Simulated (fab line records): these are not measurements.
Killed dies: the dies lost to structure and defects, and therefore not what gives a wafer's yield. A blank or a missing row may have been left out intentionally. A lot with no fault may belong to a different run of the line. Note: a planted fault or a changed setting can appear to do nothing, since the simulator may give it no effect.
Matching of chambers / flow n5 finfet / ald metal-02 running N5_HKMG_FIN_ALD_91: 4 sister chambers
The step deposits TiN, target thk 1 nm, pulse time 1 s, purge time 3 s. 14 wafers are shown with their chamber, then 7 later ones without.

## WAFERS PAIRED WITH THEIR CHAMBERS
wafer=L077.1; chamber=2; heater power w (W)=1012; chamber pressure Torr (Torr)=2.999; precursor pulse height rel=0.998
wafer=L077.4; chamber=1; heater power w (W)=911; chamber pressure Torr (Torr)=2.991; precursor pulse height rel=1.017
wafer=L077.5; chamber=0; heater power w (W)=1017; chamber pressure Torr (Torr)=2.989; precursor pulse height rel=0.972
wafer=L079.4; chamber=0; heater power w (W)=1030; chamber pressure Torr (Torr)=3.005; precursor pulse height rel=0.986
wafer=L079.5; chamber=1; heater power w (W)=909; chamber pressure Torr (Torr)=2.992; precursor pulse height rel=0.996
wafer=L079.6; chamber=2; heater power w (W)=997; chamber pressure Torr (Torr)=2.991; precursor pulse height rel=1.016
wafer=L080.2; chamber=2; heater power w (W)=1009; chamber pressure Torr (Torr)=2.998; precursor pulse height rel=0.987
wafer=L080.3; chamber=0; heater power w (W)=1028; chamber pressure Torr (Torr)=3.006; precursor pulse height rel=0.976
wafer=L080.6; chamber=0; heater power w (W)=1026; chamber pressure Torr (Torr)=3.006; precursor pulse height rel=1.018
wafer=L082.1; chamber=0; heater power w (W)=1046; chamber pressure Torr (Torr)=3.002; precursor pulse height rel=1.011
wafer=L082.5; chamber=2; heater power w (W)=984; chamber pressure Torr (Torr)=2.997; precursor pulse height rel=1.011
wafer=L082.6; chamber=3; heater power w (W)=947; chamber pressure Torr (Torr)=3.013; precursor pulse height rel=1.013
wafer=L083.1; chamber=3; heater power w (W)=941; chamber pressure Torr (Torr)=2.997; precursor pulse height rel=0.978
wafer=L083.4; chamber=0; heater power w (W)=1021; chamber pressure Torr (Torr)=2.990; precursor pulse height rel=0.990

SIGNATURES (means of the wafers above)
reading=heater power w; chamber 0=1028.00; chamber 1=910.00; chamber 2=1000.50; chamber 3=944.00; scatter within a chamber=10.1
reading=chamber pressure Torr; chamber 0=2.99967; chamber 1=2.99150; chamber 2=2.99625; chamber 3=3.00500; scatter within a chamber=0.00699
reading=precursor pulse height rel; chamber 0=0.99217; chamber 1=1.00650; chamber 2=1.00300; chamber 3=0.99550; scatter within a chamber=0.0175
Rule: for each reading, subtract the chamber's mean from the wafer's reading, divide by that reading's scatter and square the result; add these up over the readings and take the root, which gives the wafer's distance from the chamber. The wafer belongs to the nearest chamber; if the next one is less than 2 further off, it can't be placed. The scatter: the root of (the sum of the squares of (reading less its chamber's mean) over the shown wafers, divided by (wafers less chambers)).

## WAFERS WITHOUT THEIR CHAMBER
wafer=L083.6; heater power w (W)=1027; chamber pressure Torr (Torr)=2.996; precursor pulse height rel=1.000
wafer=L084.2; heater power w (W)=1047; chamber pressure Torr (Torr)=3.010; precursor pulse height rel=1.039
wafer=L084.3; heater power w (W)=956; chamber pressure Torr (Torr)=2.997; precursor pulse height rel=0.991
wafer=L084.5; heater power w (W)=903; chamber pressure Torr (Torr)=2.997; precursor pulse height rel=1.027
wafer=L089.3; heater power w (W)=987; chamber pressure Torr (Torr)=3.003; precursor pulse height rel=1.002
wafer=L089.4; heater power w (W)=970; chamber pressure Torr (Torr)=3.002; precursor pulse height rel=0.984
wafer=L089.6; heater power w (W)=934; chamber pressure Torr (Torr)=3.001; precursor pulse height rel=1.021

## WHICH CHAMBER EACH ONE RAN IN
wafer=L083.6; from the rows above=can't be placed: 0 or 2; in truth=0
wafer=L084.2; from the rows above=can't be placed: 0 or 2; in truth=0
wafer=L084.3; from the rows above=3; in truth=3
wafer=L084.5; from the rows above=1; in truth=1
wafer=L089.3; from the rows above=2; in truth=2
wafer=L089.4; from the rows above=can't be placed: 3 or 2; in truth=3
wafer=L089.6; from the rows above=can't be placed: 3 or 1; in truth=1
3 of 7 placed correctly. Cannot be placed on the basis of these rows: 4; the candidates contain the true chamber in 4. 0 placed wrongly.
